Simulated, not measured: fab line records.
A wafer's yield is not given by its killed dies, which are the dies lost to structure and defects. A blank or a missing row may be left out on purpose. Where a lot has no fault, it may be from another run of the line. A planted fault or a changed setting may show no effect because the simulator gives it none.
Which of the tools did it? | flow n5_finfet | Sampling: 24 lots, 72 wafers, 6 of 1938 route steps

## WHAT EACH GAUGE READ, for each wafer
N5_BEOL_M3_CD_MEAS_11: target cd 17.05 nm.
lot  | measured     | on        | cd_nm (nm)
L074 | day 8 03:55  | cd_sem-03 | 16.85 17.30 17.02
L075 | day 8 03:57  | cd_sem-01 | 16.97 16.80 17.10
L076 | day 8 06:50  | cd_sem-02 | 16.87 16.86 17.37
L077 | day 8 10:36  | cd_sem-03 | 16.76 17.09 16.97
L078 | day 8 15:13  | cd_sem-02 | 17.04 16.90 17.24
L079 | day 8 15:47  | cd_sem-01 | 16.80 16.86 16.65
L080 | day 8 15:58  | cd_sem-01 | 17.08 17.10 16.84
L081 | day 8 19:06  | cd_sem-02 | 17.01 17.04 16.85
L082 | day 8 20:06  | cd_sem-02 | 17.04 17.36 17.04
L083 | day 9 03:16  | cd_sem-02 | 17.06 16.83 17.18
L085 | day 10 13:35 | cd_sem-03 | 17.22 17.24 17.25
L084 | day 10 16:31 | cd_sem-02 | 16.94 16.60 17.06
L086 | day 10 18:05 | cd_sem-01 | 16.72 17.15 17.19
L087 | day 10 21:58 | cd_sem-01 | 17.24 17.49 17.16
L088 | day 10 22:10 | cd_sem-01 | 16.99 16.97 17.04
L089 | day 11 01:14 | cd_sem-03 | 16.78 17.04 16.72
L091 | day 11 06:48 | cd_sem-02 | 17.09 17.20 16.93
L090 | day 11 07:11 | cd_sem-02 | 17.32 17.23 17.33
L093 | day 11 15:26 | cd_sem-01 | 17.31 17.02 17.13
L092 | day 11 15:37 | cd_sem-02 | 17.13 17.19 17.36
L094 | day 12 16:04 | cd_sem-02 | 17.38 17.25 17.38
L095 | day 13 00:56 | cd_sem-03 | 16.92 16.71 16.73
L097 | day 13 05:04 | cd_sem-01 | 16.98 17.10 17.11
L096 | day 13 13:54 | cd_sem-01 | 17.04 17.07 16.63

N5_BEOL_M3_INSPECT_13: inspects for defects (brightfield).
lot  | measured     | on                | raw_defect_count
L074 | day 8 04:00  | defect_inspect-01 | 485 428 313
L075 | day 8 04:02  | defect_inspect-02 | 391 458 441
L076 | day 8 06:55  | defect_inspect-02 | 357 309 325
L077 | day 8 10:41  | defect_inspect-02 | 381 411 465
L078 | day 8 15:18  | defect_inspect-01 | 495 441 408
L079 | day 8 15:53  | defect_inspect-01 | 471 387 393
L080 | day 8 16:02  | defect_inspect-01 | 365 681 435
L081 | day 8 19:11  | defect_inspect-01 | 335 324 324
L082 | day 8 20:11  | defect_inspect-02 | 351 434 304
L083 | day 9 03:21  | defect_inspect-01 | 237 462 290
L085 | day 10 13:40 | defect_inspect-01 | 278 178 363
L084 | day 10 16:36 | defect_inspect-02 | 501 538 542
L086 | day 10 18:11 | defect_inspect-02 | 458 651 505
L087 | day 10 22:04 | defect_inspect-02 | 282 301 330
L088 | day 10 22:16 | defect_inspect-01 | 375 316 460
L089 | day 11 01:20 | defect_inspect-02 | 385 471 374
L091 | day 11 06:53 | defect_inspect-02 | 296 406 362
L090 | day 11 07:17 | defect_inspect-02 | 578 498 460
L093 | day 11 15:31 | defect_inspect-02 | 325 406 407
L092 | day 11 15:43 | defect_inspect-01 | 370 422 423
L094 | day 12 16:10 | defect_inspect-02 | 626 576 442
L095 | day 13 01:02 | defect_inspect-02 | 428 407 520
L097 | day 13 05:09 | defect_inspect-02 | 446 358 417
L096 | day 13 13:59 | defect_inspect-01 | 502 453 461

N5_BEOL_M3_OCD_MEAS_38.
lot  | measured     | on     | trench_depth_nm (nm)
L074 | day 8 07:00  | ocd-02 | 56.7 54.8 54.7
L075 | day 8 05:59  | ocd-02 | 57.0 55.6 57.0
L076 | day 8 10:01  | ocd-02 | 54.6 56.1 56.9
L077 | day 8 15:28  | ocd-01 | 57.6 57.6 54.6
L078 | day 8 18:44  | ocd-02 | 55.1 55.8 55.6
L079 | day 8 18:46  | ocd-01 | 54.9 55.5 54.8
L080 | day 8 21:53  | ocd-02 | 55.5 56.2 56.2
L081 | day 9 03:16  | ocd-01 | 55.2 54.8 55.4
L082 | day 9 03:19  | ocd-02 | 56.3 55.0 55.8
L083 | day 9 17:41  | ocd-01 | 55.3 55.5 54.7
L085 | day 10 16:18 | ocd-01 | 55.8 57.4 57.0
L084 | day 10 19:56 | ocd-01 | 56.5 54.8 56.5
L086 | day 10 21:44 | ocd-01 | 55.4 55.6 55.5
L087 | day 11 01:20 | ocd-02 | 54.1 55.7 57.3
L088 | day 11 04:02 | ocd-01 | 54.6 55.6 55.9
L089 | day 11 04:04 | ocd-02 | 54.4 56.8 55.1
L091 | day 11 10:03 | ocd-02 | 56.3 55.6 56.5
L090 | day 11 10:07 | ocd-01 | 54.4 55.6 54.9
L093 | day 11 22:58 | ocd-02 | 55.2 55.3 54.7
L092 | day 11 23:31 | ocd-01 | 54.1 57.0 56.0
L094 | day 13 04:56 | ocd-01 | 55.3 54.8 56.4
L095 | day 13 05:58 | ocd-01 | 55.7 57.3 55.7
L097 | day 13 13:59 | ocd-02 | 56.2 54.6 55.2
L096 | day 13 15:57 | ocd-01 | 57.4 56.8 57.5

## WHICH TOOL RAN EACH LOT (tool, then ch and the chambers of the sampled wafers, then the start)
lot  | N5_BEOL_M2_DEP_57               | N5_BEOL_M3_DESCUM_33               | N5_BEOL_M3_VIA_ETCH_34
L074 | pecvd-02 ch 1,2, day 8 00:59    | rie_diel-04 ch 0,1,3, day 8 05:02  | rie_diel-03 ch 1,3, day 8 06:45
L075 | pecvd-01 ch 0,2, day 8 02:13    | rie_diel-03 ch 0,1, day 8 05:13    | rie_diel-02 ch 1,2, day 8 05:44
L076 | pecvd-03 ch 0,1, day 8 05:25    | rie_diel-04 ch 0,3, day 8 08:17    | rie_diel-04 ch 0,1,3, day 8 09:46
L077 | pecvd-03 ch 0,1,2, day 8 08:32  | rie_diel-02 ch 0,3, day 8 11:43    | rie_diel-04 ch 0,1,3, day 8 15:14
L078 | pecvd-01 ch 0,1, day 8 11:17    | rie_diel-04 ch 1,3, day 8 16:41    | rie_diel-02 ch 2,3, day 8 18:29
L079 | pecvd-01 ch 0,1,2, day 8 13:27  | rie_diel-02 ch 0,2,3, day 8 17:14  | rie_diel-03 ch 1,2,3, day 8 18:31
L080 | pecvd-03 ch 0,2, day 8 14:06    | rie_diel-03 ch 1,2,3, day 8 17:31  | rie_diel-03 ch 1,2,3, day 8 21:38
L081 | pecvd-01 ch 0,1,2, day 8 17:19  | rie_diel-03 ch 0,1,2, day 8 20:12  | rie_diel-02 ch 0,2,3, day 9 03:01
L082 | pecvd-01 ch 0,1,2, day 8 19:23  | rie_diel-04 ch 0,3, day 8 21:16    | rie_diel-03 ch 0,1,3, day 9 03:03
L083 | pecvd-02 ch 0,1,2, day 9 02:15  | rie_diel-04 ch 1,2,3, day 9 04:31  | rie_diel-02 ch 0,2,3, day 9 17:28
L085 | pecvd-02 ch 1,2, day 10 10:43   | rie_diel-02 ch 0,2,3, day 10 14:42 | rie_diel-04 ch 2,3, day 10 16:03
L084 | pecvd-03 ch 0,1,2, day 10 14:31 | rie_diel-03 ch 2,3, day 10 18:11   | rie_diel-02 ch 0,1,2, day 10 19:41
L086 | pecvd-02 ch 1,2, day 10 17:21   | rie_diel-03 ch 0,2, day 10 19:19   | rie_diel-02 ch 0,2, day 10 21:29
L087 | pecvd-02 ch 0,1,2, day 10 20:30 | rie_diel-03 ch 0,1,3, day 10 22:58 | rie_diel-03 ch 1,2,3, day 11 01:05
L088 | pecvd-02 ch 0,1,2, day 10 20:44 | rie_diel-04 ch 0,1,3, day 10 23:17 | rie_diel-02 ch 1,2,3, day 11 03:47
L089 | pecvd-03 ch 0,1,2, day 10 22:50 | rie_diel-02 ch 0,2,3, day 11 02:22 | rie_diel-03 ch 1,2,3, day 11 03:50
L091 | pecvd-03 ch 0,1, day 11 04:51   | rie_diel-03 ch 0,3, day 11 08:02   | rie_diel-02 ch 0,1,3, day 11 09:47
L090 | pecvd-01 ch 0,1,2, day 11 05:01 | rie_diel-04 ch 0,1,2, day 11 08:11 | rie_diel-03 ch 0,1,3, day 11 09:52
L093 | pecvd-02 ch 0,2, day 11 13:37   | rie_diel-04 ch 1,3, day 11 16:59   | rie_diel-02 ch 2,3, day 11 22:43
L092 | pecvd-03 ch 0,1, day 11 13:47   | rie_diel-03 ch 0,1,3, day 11 17:17 | rie_diel-04 ch 0,1,3, day 11 23:16
L094 | pecvd-02 ch 1,2, day 12 14:01   | rie_diel-04 ch 1,3, day 12 17:04   | rie_diel-03 ch 0,1,3, day 13 04:41
L095 | pecvd-03 ch 1,2, day 12 21:56   | rie_diel-04 ch 1,2, day 13 01:56   | rie_diel-02 ch 1,2, day 13 05:42
L097 | pecvd-01 ch 1,2, day 13 01:59   | rie_diel-03 ch 1,3, day 13 06:19   | rie_diel-03 ch 0,2,3, day 13 13:44
L096 | pecvd-03 ch 0,1,2, day 13 11:47 | rie_diel-03 ch 1,2, day 13 14:53   | rie_diel-02 ch 0,2, day 13 15:42
- N5_BEOL_M2_DEP_57: deposits SiCN from 3MS/NH3, target thk 8 nm, time 14 s.
- N5_BEOL_M3_DESCUM_33: chemistry O2, time 7 s.
- N5_BEOL_M3_VIA_ETCH_34: etches the open film in C4F6/O2, target depth 69.4 nm, time 65.9 s.

## WHAT THE TOOLS THEMSELVES READ (means of the sampled wafers that have a number; where no wafer has one, the mark that the record gives instead)
N5_BEOL_M2_DEP_57.
lot  | tool     | showerhead_plenum_p_Torr (Torr) | throttle_valve_pct (%)
L074 | pecvd-02 | 3.666                           | 8.6
L075 | pecvd-01 | 3.658                           | 8.7
L076 | pecvd-03 | 3.685                           | 9.2
L077 | pecvd-03 | 3.680                           | 9.1
L078 | pecvd-01 | 3.650                           | 8.9
L079 | pecvd-01 | 3.653                           | 9.3
L080 | pecvd-03 | 3.676                           | 8.9
L081 | pecvd-01 | 3.649                           | 9.2
L082 | pecvd-01 | 3.648                           | 9.3
L083 | pecvd-02 | 3.662                           | 8.8
L085 | pecvd-02 | 3.670                           | 9.1
L084 | pecvd-03 | 3.680                           | 9.1
L086 | pecvd-02 | 3.670                           | 8.9
L087 | pecvd-02 | 3.661                           | 8.7
L088 | pecvd-02 | 3.664                           | 8.8
L089 | pecvd-03 | 3.673                           | 9.2
L091 | pecvd-03 | 3.683                           | 9.2
L090 | pecvd-01 | 3.647                           | 9.0
L093 | pecvd-02 | 3.653                           | 8.4
L092 | pecvd-03 | 3.677                           | 9.2
L094 | pecvd-02 | 3.660                           | 8.4
L095 | pecvd-03 | 3.669                           | 8.9
L097 | pecvd-01 | 3.644                           | 9.0
L096 | pecvd-03 | 3.680                           | 9.0

N5_BEOL_M3_DESCUM_33.
lot  | tool        | drypump_motor_current_A (A) | oes_product_au (a.u.) | rf_vpp_V (V) | showerhead_plenum_p_Torr (Torr) | throttle_valve_pct (%)
L074 | rie_diel-04 | 6.2                         | 0.85                  | 242.4        | 2.03                            | 20.36
L075 | rie_diel-03 | 5.7                         | 0.91                  | 244.2        | 2.13                            | 20.50
L076 | rie_diel-04 | 6.1                         | 0.91                  | 241.7        | 2.02                            | 20.40
L077 | rie_diel-02 | 5.1                         | 0.76                  | 241.5        | 1.99                            | 20.55
L078 | rie_diel-04 | 6.1                         | 0.90                  | 243.3        | 2.07                            | 20.30
L079 | rie_diel-02 | 5.4                         | 0.73                  | 243.1        | 2.03                            | 20.44
L080 | rie_diel-03 | 5.9                         | 0.88                  | 244.5        | 2.15                            | 20.36
L081 | rie_diel-03 | 5.6                         | 0.83                  | 244.5        | 2.12                            | 20.54
L082 | rie_diel-04 | 6.1                         | 0.89                  | 242.3        | 2.02                            | 20.41
L083 | rie_diel-04 | 5.9                         | 0.90                  | 243.5        | 2.11                            | 20.34
L085 | rie_diel-02 | 5.4                         | 0.72                  | 241.2        | 2.02                            | 20.45
L084 | rie_diel-03 | 6.1                         | 0.81                  | 245.0        | 2.16                            | 20.44
L086 | rie_diel-03 | 5.6                         | 0.79                  | 243.9        | 2.11                            | 20.61
L087 | rie_diel-03 | 5.8                         | 0.81                  | 243.2        | 2.14                            | 20.60
L088 | rie_diel-04 | 6.2                         | 0.81                  | 242.2        | 2.02                            | 20.39
L089 | rie_diel-02 | 5.4                         | 0.72                  | 241.5        | 2.02                            | 20.46
L091 | rie_diel-03 | 6.0                         | 0.76                  | 243.9        | 2.16                            | 20.65
L090 | rie_diel-04 | 6.0                         | 0.83                  | 242.2        | 2.06                            | 20.44
L093 | rie_diel-04 | 6.1                         | 0.82                  | 243.6        | 2.07                            | 20.29
L092 | rie_diel-03 | 5.8                         | 0.80                  | 244.0        | 2.14                            | 20.60
L094 | rie_diel-04 | 6.2                         | 0.81                  | 242.7        | 2.07                            | 20.29
L095 | rie_diel-04 | 6.0                         | 0.82                  | 242.7        | 2.11                            | 20.34
L097 | rie_diel-03 | 6.0                         | 0.86                  | 244.3        | 2.15                            | 20.36
L096 | rie_diel-03 | 5.7                         | 0.83                  | 243.9        | 2.12                            | 20.38

N5_BEOL_M3_VIA_ETCH_34.
lot  | tool        | O2_flow_sccm (sccm) | drypump_motor_current_A (A) | oes_ar_750_au (a.u.) | oes_product_au (a.u.) | rf_vpp_V (V) | showerhead_plenum_p_Torr (Torr) | throttle_valve_pct (%)
L074 | rie_diel-03 | 10.023              | 6.1                         | 0.89                 | 0.87                  | 648          | 2.97                            | 30.90
L075 | rie_diel-02 | 9.998               | 5.4                         | 0.82                 | 0.84                  | 663          | 2.80                            | 30.44
L076 | rie_diel-04 | 10.020              | 6.2                         | 0.85                 | 0.85                  | 665          | 2.78                            | 30.88
L077 | rie_diel-04 | 10.020              | 6.2                         | 0.85                 | 0.84                  | 664          | 2.78                            | 30.89
L078 | rie_diel-02 | 9.978               | 5.6                         | 0.71                 | 0.71                  | 683          | 2.83                            | 30.69
L079 | rie_diel-03 | 10.008              | 5.9                         | 0.88                 | 0.88                  | 650          | 2.93                            | 30.77
L080 | rie_diel-03 | 9.992               | 5.9                         | 0.87                 | 0.87                  | 649          | 2.93                            | 30.77
L081 | rie_diel-02 | 9.991               | 5.4                         | 0.73                 | 0.73                  | 670          | 2.76                            | 30.77
L082 | rie_diel-03 | 10.002              | 5.8                         | 0.83                 | 0.82                  | 652          | 2.92                            | 31.02
L083 | rie_diel-02 | 10.021              | 5.4                         | 0.73                 | 0.73                  | 671          | 2.76                            | 30.78
L085 | rie_diel-04 | 9.987               | 5.9                         | 0.91                 | 0.93                  | 661          | 2.83                            | 30.78
L084 | rie_diel-02 | 9.989               | 5.3                         | 0.77                 | 0.78                  | 661          | 2.74                            | 30.66
L086 | rie_diel-02 | 10.019              | 5.5                         | 0.71                 | 0.71                  | 667          | 2.75                            | 30.75
L087 | rie_diel-03 | 10.025              | 5.9                         | 0.85                 | 0.84                  | 649          | 2.92                            | 30.79
L088 | rie_diel-02 | 10.017              | 5.5                         | 0.75                 | 0.75                  | 673          | 2.81                            | 30.58
L089 | rie_diel-03 | 10.043              | 5.9                         | 0.84                 | 0.84                  | 650          | 2.92                            | 30.81
L091 | rie_diel-02 | 10.005              | 5.2                         | 0.78                 | 0.78                  | 664          | 2.75                            | 30.71
L090 | rie_diel-03 | 9.997               | 5.8                         | 0.81                 | 0.81                  | 652          | 2.91                            | 31.04
L093 | rie_diel-02 | 9.998               | 5.6                         | 0.70                 | 0.71                  | 683          | 2.82                            | 30.72
L092 | rie_diel-04 | 9.998               | 6.2                         | 0.82                 | 0.81                  | 664          | 2.77                            | 30.91
L094 | rie_diel-03 | 10.000              | 5.8                         | 0.79                 | 0.79                  | 652          | 2.91                            | 31.06
L095 | rie_diel-02 | 10.019              | 5.4                         | 0.88                 | 0.90                  | 661          | 2.78                            | 30.48
L097 | rie_diel-03 | 10.016              | 5.8                         | 0.77                 | 0.76                  | 655          | 2.89                            | 30.98
L096 | rie_diel-02 | 9.987               | 5.5                         | 0.90                 | 0.91                  | 666          | 2.74                            | 30.78

## THE ANSWER, worked out from the rows above alone
Rule: the lots themselves supply what counts as usual. The widest of any qualifying gaps counts: lots, ordered by their means at a reading, are off when they make up no more than a third of the lots, leave a main group of 4 or more, and stand apart from it by 3 or more times the standard deviation of that group's means. Not used: any main group whose means are identical at the precision the tables above print for the reading. Also off: a lot with no number at a reading for which 4 or more lots have one. Where the step has rows for the other lots, those lots are counted as sound. After the gauges, taken in route order, come the tools' own readings; for these a lot's mean is taken, as printed above. The first step at which some lot is off is used, and at that step the reading that is off furthest; a lot without a number counts as furthest.
None of the lots is off at any reading shown; this tells nothing.

## WHAT HAD BEEN PUT IN BY THE SIMULATOR
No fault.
